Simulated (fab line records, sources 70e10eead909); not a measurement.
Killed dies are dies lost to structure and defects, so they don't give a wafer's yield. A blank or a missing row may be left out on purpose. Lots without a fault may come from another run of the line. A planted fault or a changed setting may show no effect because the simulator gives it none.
Which tool did it? | flow nand_harc | 12 lots, 36 wafers sampled, at 4 steps of a route of 1302

WHAT THE GAUGES READ, wafer by wafer
The record holds no reading of a measuring or inspecting step that can be judged against a usual standard deviation.

WHICH TOOL RAN EACH LOT (tool, then ch and the chambers of the sampled wafers, then the start)
lot  | NHARC_A_STAIRCASE_ETCH_444         | NHARC_A_STAIRCASE_STRIP_475                   | NHARC_A_SGD_CUT_EXPOSE_06          | NHARC_A_SGD_CUT_DESCUM_14
L457 | rie_diel-09 ch 2,3, day 19 07:40   | rie_diel-09 ch 0,2, day 19 13:59              | arfi_scanner-02 ch 0, day 19 15:28 | rie_diel-10 ch 1,2, day 19 15:47
L460 | rie_diel-09 ch 0,1, day 20 16:15   | rie_diel-09 ch 2,3, day 20 23:53 or earlier   | arfi_scanner-01 ch 0, day 20 23:53 | rie_diel-11 ch 0,1,3, day 21 00:14
L461 | rie_diel-13 ch 0,2,3, day 21 04:10 | rie_diel-09 ch 0,2,3, day 21 10:23 or earlier | arfi_scanner-03 ch 0, day 21 10:23 | rie_diel-10 ch 0,1,2, day 21 10:44
L462 | rie_diel-04 ch 1,2, day 21 18:32   | rie_diel-04 ch 0,1, day 22 02:26 or earlier   | arfi_scanner-01 ch 0, day 22 02:26 | rie_diel-11 ch 0,3, day 22 02:46
L467 | rie_diel-13 ch 2,3, day 23 14:07   | rie_diel-09 ch 0,3, day 23 21:11 or earlier   | arfi_scanner-01 ch 0, day 23 21:11 | rie_diel-10 ch 1,2,3, day 23 21:31
L469 | rie_diel-09 ch 0,1,3, day 23 20:54 | rie_diel-13 ch 2,3, day 24 04:45 or earlier   | arfi_scanner-03 ch 0, day 24 04:45 | rie_diel-06 ch 1,2,3, day 24 05:05
L470 | rie_diel-04 ch 1,2, day 24 20:17   | rie_diel-04 ch 0,3, day 25 03:25 or earlier   | arfi_scanner-02 ch 0, day 25 03:25 | rie_diel-10 ch 0,1,3, day 25 03:45
L472 | rie_diel-13 ch 2,3, day 25 19:22   | rie_diel-09 ch 0,2,3, day 26 03:55 or earlier | arfi_scanner-02 ch 0, day 26 03:55 | rie_diel-11 ch 0,2,3, day 26 04:14
L473 | rie_diel-04 ch 0,2,3, day 25 20:07 | rie_diel-04 ch 1,2, day 26 02:51 or earlier   | arfi_scanner-02 ch 0, day 26 02:51 | rie_diel-11 ch 0,2,3, day 26 03:11
L476 | rie_diel-13 ch 1,2,3, day 27 00:58 | rie_diel-13 ch 0,1,2, day 27 08:08 or earlier | arfi_scanner-02 ch 0, day 27 08:08 | rie_diel-06 ch 0,1,2, day 27 08:28
L477 | rie_diel-13 ch 0,1,3, day 27 12:50 | rie_diel-13 ch 1,2,3, day 27 19:26 or earlier | arfi_scanner-02 ch 0, day 27 19:26 | rie_diel-11 ch 1,3, day 27 19:46
L479 | rie_diel-13 ch 1,2,3, day 28 14:34 | rie_diel-09 ch 1,2,3, day 28 21:16 or earlier | arfi_scanner-01 ch 0, day 28 21:16 | rie_diel-10 ch 2,3, day 28 21:36
- NHARC_A_STAIRCASE_ETCH_444: etches the open film in C4F8/O2, target depth 20400 nm, time 6800 s.
- NHARC_A_STAIRCASE_STRIP_475: strips in O2, time 20 s.
- NHARC_A_SGD_CUT_EXPOSE_06: exposes mask SGD.
- NHARC_A_SGD_CUT_DESCUM_14: chemistry O2, time 3 s.

WHAT THE TOOLS THEMSELVES READ (means of the sampled wafers that have a number; where no wafer has one, the mark that the record gives instead)
NHARC_A_STAIRCASE_ETCH_444. Usual: oes_product_au 0.930 a.u., standard deviation 0.019; rf_fwd_power_W 599.8 W, standard deviation 1.8; rf_vpp_V 807 V, standard deviation 5.4.
lot  | tool        | oes_product_au (a.u.) | rf_fwd_power_W (W) | rf_vpp_V (V) | flag
L457 | rie_diel-09 | 0.919                 | 599.7              | 808          |
L460 | rie_diel-09 | 0.915                 | 599.2              | 810          |
L461 | rie_diel-13 | 0.919                 | 601.0              | 810          |
L462 | rie_diel-04 | 0.927                 | 598.4              | 800          |
L467 | rie_diel-13 | 0.947                 | 599.8              | 812          |
L469 | rie_diel-09 | 0.922                 | 598.5              | 806          |
L470 | rie_diel-04 | 0.965                 | 599.8              | 812          |
L472 | rie_diel-13 | 0.943                 | 600.3              | 811          |
L473 | rie_diel-04 | 0.938                 | 599.7              | 809          |
L476 | rie_diel-13 | 0.933                 | 599.3              | 807          |
L477 | rie_diel-13 | 0.926                 | 598.4              | 805          |
L479 | rie_diel-13 | 0.949                 | 599.7              | 806          |

NHARC_A_STAIRCASE_STRIP_475. Usual: drypump_motor_current_A 5.8 A, standard deviation 0.35; o2_flow_sccm 499.9 sccm, standard deviation 1.5; oes_product_au 0.998 a.u., standard deviation 0.016; rf_vpp_V 57.8 V, standard deviation 0.96; showerhead_plenum_p_Torr 3.53 Torr, standard deviation 0.16; throttle_valve_pct 17.037 %, standard deviation 0.0095.
lot  | tool        | drypump_motor_current_A (A) | o2_flow_sccm (sccm) | oes_product_au (a.u.) | rf_vpp_V (V) | showerhead_plenum_p_Torr (Torr) | throttle_valve_pct (%) | flag
L457 | rie_diel-09 | 6.2                         | 499.8               | 0.991                 | 58.5         | 3.68                            | 17.037                 |
L460 | rie_diel-09 | 5.7                         | 499.4               | 0.983                 | 56.8         | 3.50                            | 17.039                 |
L461 | rie_diel-09 | 5.9                         | 499.6               | 0.996                 | 58.5         | 3.60                            | 17.041                 |
L462 | rie_diel-04 | 5.6                         | 499.8               | 1.004                 | 57.5         | 3.63                            | 17.044                 |
L467 | rie_diel-09 | 5.8                         | 500.1               | 0.998                 | 57.8         | 3.63                            | 17.036                 |
L469 | rie_diel-13 | 5.2                         | 500.6               | 1.015                 | 57.9         | 3.65                            | 17.028                 |
L470 | rie_diel-04 | 6.0                         | 499.4               | 1.017                 | 57.4         | 3.46                            | 17.039                 |
L472 | rie_diel-09 | 5.9                         | 501.2               | 1.004                 | 57.3         | 3.58                            | 17.038                 |
L473 | rie_diel-04 | 5.5                         | 500.5               | 0.985                 | 58.4         | 3.68                            | 17.042                 |
L476 | rie_diel-13 | 5.6                         | 500.3               | 1.014                 | 58.1         | 3.46                            | 17.042                 |
L477 | rie_diel-13 | 5.4                         | 499.8               | 1.011                 | 57.9         | 3.53                            | 17.031                 |
L479 | rie_diel-09 | 5.8                         | 500.6               | 0.999                 | 57.0         | 3.46                            | 17.035                 |

NHARC_A_SGD_CUT_EXPOSE_06. Usual: exposure_dose_mJ_cm2 85.60, standard deviation 0.087.
lot  | tool            | exposure_dose_mJ_cm2 | flag
L457 | arfi_scanner-02 | 85.60                |
L460 | arfi_scanner-01 | 85.66                |
L461 | arfi_scanner-03 | 85.54                |
L462 | arfi_scanner-01 | 85.58                |
L467 | arfi_scanner-01 | 85.65                |
L469 | arfi_scanner-03 | 85.64                |
L470 | arfi_scanner-02 | 85.70                |
L472 | arfi_scanner-02 | 85.65                |
L473 | arfi_scanner-02 | 85.67                |
L476 | arfi_scanner-02 | 87.36                | OFF
L477 | arfi_scanner-02 | 87.09                | OFF
L479 | arfi_scanner-01 | 85.52                |

NHARC_A_SGD_CUT_DESCUM_14. Usual: drypump_motor_current_A 5.6 A, standard deviation 0.48; o2_flow_sccm 200.0 sccm, standard deviation 0.59; oes_product_au 0.998 a.u., standard deviation 0.016; rf_vpp_V 57.9 V, standard deviation 0.9; showerhead_plenum_p_Torr 1.93 Torr, standard deviation 0.071; throttle_valve_pct 11.311 %, standard deviation 0.0081.
lot  | tool        | drypump_motor_current_A (A) | o2_flow_sccm (sccm) | oes_product_au (a.u.) | rf_vpp_V (V) | showerhead_plenum_p_Torr (Torr) | throttle_valve_pct (%) | flag
L457 | rie_diel-10 | 5.0                         | 199.8               | 0.997                 | 57.4         | 1.90                            | 11.307                 |
L460 | rie_diel-11 | 5.6                         | 199.4               | 0.995                 | 58.4         | 1.96                            | 11.313                 |
L461 | rie_diel-10 | 5.3                         | 199.9               | 0.994                 | 57.9         | 1.94                            | 11.308                 |
L462 | rie_diel-11 | 5.5                         | 200.8               | 1.000                 | 56.9         | 2.00                            | 11.320                 |
L467 | rie_diel-10 | 5.3                         | 199.8               | 1.002                 | 58.1         | 1.91                            | 11.315                 |
L469 | rie_diel-06 | 5.7                         | 199.8               | 1.005                 | 57.9         | 1.86                            | 11.309                 |
L470 | rie_diel-10 | 5.6                         | 199.6               | 1.000                 | 57.8         | 1.96                            | 11.308                 |
L472 | rie_diel-11 | 5.9                         | 199.7               | 1.010                 | 57.5         | 1.99                            | 11.310                 |
L473 | rie_diel-11 | 5.9                         | 200.3               | 1.001                 | 57.9         | 1.99                            | 11.309                 |
L476 | rie_diel-06 | 5.7                         | 200.2               | 0.978                 | 57.5         | 1.92                            | 11.305                 |
L477 | rie_diel-11 | 5.7                         | 200.3               | 1.005                 | 57.5         | 1.91                            | 11.319                 |
L479 | rie_diel-10 | 5.4                         | 200.2               | 1.005                 | 58.4         | 1.89                            | 11.312                 |

THE ANSWER, worked out from the rows above alone
Rule: a lot is off if the mean of its wafers that have a number lies more than 3 standard deviations from the usual mean. A lot without any number at a reading at which 4 lots or more have one is off too. The other lots that the step has rows for count as sound. The gauges are gone through in route order, then the tools' own readings, and for those a lot's mean is taken as printed above. The first step at which some lot is off is used, and at that step the reading that is off furthest; a lot without a number counts as furthest.
Off: L476, L477, at NHARC_A_SGD_CUT_EXPOSE_06 (exposure_dose_mJ_cm2).
A tool fits if, at that step or a process step before it, it ran every lot that is off, and no sound lot after the first of them. NHARC_A_STAIRCASE_STRIP_475 gives no start for some lots, so the hours and the order of its lots are those of NHARC_A_SGD_CUT_EXPOSE_06. Can't be told from this: 2 tools fit, rie_diel-13 at NHARC_A_STAIRCASE_STRIP_475, arfi_scanner-02 at NHARC_A_SGD_CUT_EXPOSE_06.

WHAT THE SIMULATOR HAD PUT IN
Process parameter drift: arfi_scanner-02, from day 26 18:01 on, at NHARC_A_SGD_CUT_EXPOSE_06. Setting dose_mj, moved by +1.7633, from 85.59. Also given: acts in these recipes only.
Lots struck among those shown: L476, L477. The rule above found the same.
